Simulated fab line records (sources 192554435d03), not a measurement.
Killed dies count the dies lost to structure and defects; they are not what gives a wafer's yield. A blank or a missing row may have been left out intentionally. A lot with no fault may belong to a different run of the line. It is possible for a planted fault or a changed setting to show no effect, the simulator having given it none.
Split-lot trial || flow n5Finfet || on a route of 1938 steps: 7 lots, 21 wafers read

## ON THE SPLIT
At N5_BEOL_M7_HM_DEP_02 (deposits TiN, target thk 20 nm), the setting targetThkA was moved away from the recipe's 200 angstrom on 5 of the 21 wafers read, by +3.6% to +9.6%. For the rest of the wafers, this setting stayed at what the recipe calls for.

## FROM THE SPLIT TO THE READING: what the file shows between them, 8 steps
- N5_BEOL_M7_COAT_60: time 60 s, resist thk 35 nm (also split here: spinRpm)
- N5_BEOL_M7_COAT_05: resist thk 90 nm
- N5_BEOL_M7_EBR_07
- N5_BEOL_M7_DESCUM_16: chemistry O2, time 7.9 s
- N5_BEOL_M7_ETCH_61: etches SiARC in CF4, target depth 45.5 nm, time 75.8 s
- N5_BEOL_M7_ETCH_62: etches SOC in N2/H2, target depth 110 nm, overetch 22 nm, time 165 s
- N5_BEOL_M7_STRIP_68: strips in N2/H2
- N5_BEOL_M7_STRIP_67: strips in CF4

## THE READING
etch.depthNm (the simulator's own value, which no gauge read), in nm, at N5_BEOL_M7_HM_OPEN_17 (chemistry Cl2/BCl3, target TiN, target depth 20 nm, overetch 6 nm). The file gives no usual value for it. Here, 16 wafers ran the recipe; their average is 19.96 nm with a standard deviation of 0.24 nm.

{"wafer": "L076.1", "tool, chamber at the split": "pvdSputter-01, -", "targetThkA as run, angstrom": 207.2, "against the recipe": "+3.6%", "etch.depthNm, nm": 20.39, "against lot-mates on the recipe": "+0.66"}
{"wafer": "L076.2", "tool, chamber at the split": "pvdSputter-01, -", "targetThkA as run, angstrom": 207.2, "against the recipe": "+3.6%", "etch.depthNm, nm": 20.68, "against lot-mates on the recipe": "+0.95"}
{"wafer": "L076.4", "tool, chamber at the split": "pvdSputter-01, -", "targetThkA as run, angstrom": 200, "against the recipe": "recipe", "etch.depthNm, nm": 19.73, "against lot-mates on the recipe": "-"}
{"wafer": "L083.1", "tool, chamber at the split": "pvdSputter-03, -", "targetThkA as run, angstrom": 219.2, "against the recipe": "+9.6%", "etch.depthNm, nm": 22.08, "against lot-mates on the recipe": "+1.79"}
{"wafer": "L083.3", "tool, chamber at the split": "pvdSputter-03, -", "targetThkA as run, angstrom": 200, "against the recipe": "recipe", "etch.depthNm, nm": 20.29, "against lot-mates on the recipe": "-"}
{"wafer": "L083.4", "tool, chamber at the split": "pvdSputter-03, -", "targetThkA as run, angstrom": 219.2, "against the recipe": "+9.6%", "etch.depthNm, nm": 22.14, "against lot-mates on the recipe": "+1.85"}
{"wafer": "L088.3", "tool, chamber at the split": "pvdSputter-03, -", "targetThkA as run, angstrom": 200, "against the recipe": "recipe", "etch.depthNm, nm": 19.92, "against lot-mates on the recipe": "-"}
{"wafer": "L088.5", "tool, chamber at the split": "pvdSputter-03, -", "targetThkA as run, angstrom": 200, "against the recipe": "recipe", "etch.depthNm, nm": 19.86, "against lot-mates on the recipe": "-"}
{"wafer": "L088.6", "tool, chamber at the split": "pvdSputter-03, -", "targetThkA as run, angstrom": 200, "against the recipe": "recipe", "etch.depthNm, nm": 19.87, "against lot-mates on the recipe": "-"}
{"wafer": "L089.1", "tool, chamber at the split": "pvdSputter-02, -", "targetThkA as run, angstrom": 200, "against the recipe": "recipe", "etch.depthNm, nm": 20.01, "against lot-mates on the recipe": "-"}
{"wafer": "L089.2", "tool, chamber at the split": "pvdSputter-02, -", "targetThkA as run, angstrom": 200, "against the recipe": "recipe", "etch.depthNm, nm": 20.1, "against lot-mates on the recipe": "-"}
{"wafer": "L089.5", "tool, chamber at the split": "pvdSputter-02, -", "targetThkA as run, angstrom": 200, "against the recipe": "recipe", "etch.depthNm, nm": 20.44, "against lot-mates on the recipe": "-"}
{"wafer": "L090.1", "tool, chamber at the split": "pvdSputter-01, -", "targetThkA as run, angstrom": 200, "against the recipe": "recipe", "etch.depthNm, nm": 20.22, "against lot-mates on the recipe": "-"}
{"wafer": "L090.3", "tool, chamber at the split": "pvdSputter-01, -", "targetThkA as run, angstrom": 200, "against the recipe": "recipe", "etch.depthNm, nm": 20.2, "against lot-mates on the recipe": "-"}
{"wafer": "L090.4", "tool, chamber at the split": "pvdSputter-01, -", "targetThkA as run, angstrom": 200, "against the recipe": "recipe", "etch.depthNm, nm": 20.09, "against lot-mates on the recipe": "-"}
{"wafer": "L093.1", "tool, chamber at the split": "pvdSputter-01, -", "targetThkA as run, angstrom": 210.7, "against the recipe": "+5.3%", "etch.depthNm, nm": 20.79, "against lot-mates on the recipe": "+1.02"}
{"wafer": "L093.3", "tool, chamber at the split": "pvdSputter-01, -", "targetThkA as run, angstrom": 200, "against the recipe": "recipe", "etch.depthNm, nm": 19.78, "against lot-mates on the recipe": "-"}
{"wafer": "L093.5", "tool, chamber at the split": "pvdSputter-01, -", "targetThkA as run, angstrom": 200, "against the recipe": "recipe", "etch.depthNm, nm": 19.77, "against lot-mates on the recipe": "-"}
{"wafer": "L096.1", "tool, chamber at the split": "pvdSputter-01, -", "targetThkA as run, angstrom": 200, "against the recipe": "recipe", "etch.depthNm, nm": 19.63, "against lot-mates on the recipe": "-"}
{"wafer": "L096.2", "tool, chamber at the split": "pvdSputter-01, -", "targetThkA as run, angstrom": 200, "against the recipe": "recipe", "etch.depthNm, nm": 19.63, "against lot-mates on the recipe": "-"}
{"wafer": "L096.3", "tool, chamber at the split": "pvdSputter-01, -", "targetThkA as run, angstrom": 200, "against the recipe": "recipe", "etch.depthNm, nm": 19.76, "against lot-mates on the recipe": "-"}

FIT RESULTS
A straight line over all 21 wafers: etch.depthNm changes by +0.212 nm for each +1% of targetThkA; r = +0.94; the points scatter about the line by 0.24 nm.
The same after taking each lot's own level away (the mean of its wafers on the recipe; 21 wafers): +0.192 nm for each +1%; r = +0.99; scatter 0.1 nm.
Per that fit: largest targetThkA move, reading shift of 1.8 nm.
From 19.673 to 20.290 nm: that is the span of the lots' own levels, equal to 2.6 times the standard deviation above.
So the lot-to-lot level changes the slope: the two fits differ.
Check: with one of the wafers moved furthest among these (+9.6%) left out of the fit, the line predicts +1.89 nm for it against its lot-mates. It came out at +1.79 nm against them.

## OTHER SPLITS APPLIED TO THESE WAFERS
Note: prior to the reading, these wafers also went through further splits. Each is held against what the fit with the lots' levels taken away leaves over:
{"other split on the same wafers": "N5_BEOL_M5_COAT_74 spinRpm", "wafers away from the commonest value": 7, "r with etch.depthNm (lot level and that fit taken away)": "+0.04"}
{"other split on the same wafers": "N5_BEOL_M6_COAT_05 spinRpm", "wafers away from the commonest value": 7, "r with etch.depthNm (lot level and that fit taken away)": -0.04}
{"other split on the same wafers": "N5_BEOL_M6_ETCH_62 timeS", "wafers away from the commonest value": 10, "r with etch.depthNm (lot level and that fit taken away)": "+0.08"}
{"other split on the same wafers": "N5_BEOL_M7_COAT_60 spinRpm", "wafers away from the commonest value": 11, "r with etch.depthNm (lot level and that fit taken away)": "+0.06"}

## THE WHOLE CHAIN: every reading that the file lists as answering this split, in the file's order
{"step": "N5_BEOL_M7_HM_DEP_02", "what it does": "deposits TiN, target thk 20 nm", "reading": "TiN_of_BEOL_M7_HM_DEP_02.thkNm (the simulator's own value, which no gauge read)", "change (the file's fit)": "+0.195 nm for each +1% of the setting", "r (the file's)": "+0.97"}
{"step": "N5_BEOL_M7_HM_OPEN_17", "what it does": "chemistry Cl2/BCl3, target TiN, target depth 20 nm, overetch 6 nm", "reading": "etch.depthNm (the simulator's own value, which no gauge read)", "change (the file's fit)": "+0.193 nm for each +1% of the setting", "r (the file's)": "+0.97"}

## THE FILE'S OWN FIT
etch.depthNm changes by +0.193 nm for each +1% of targetThkA, r = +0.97.
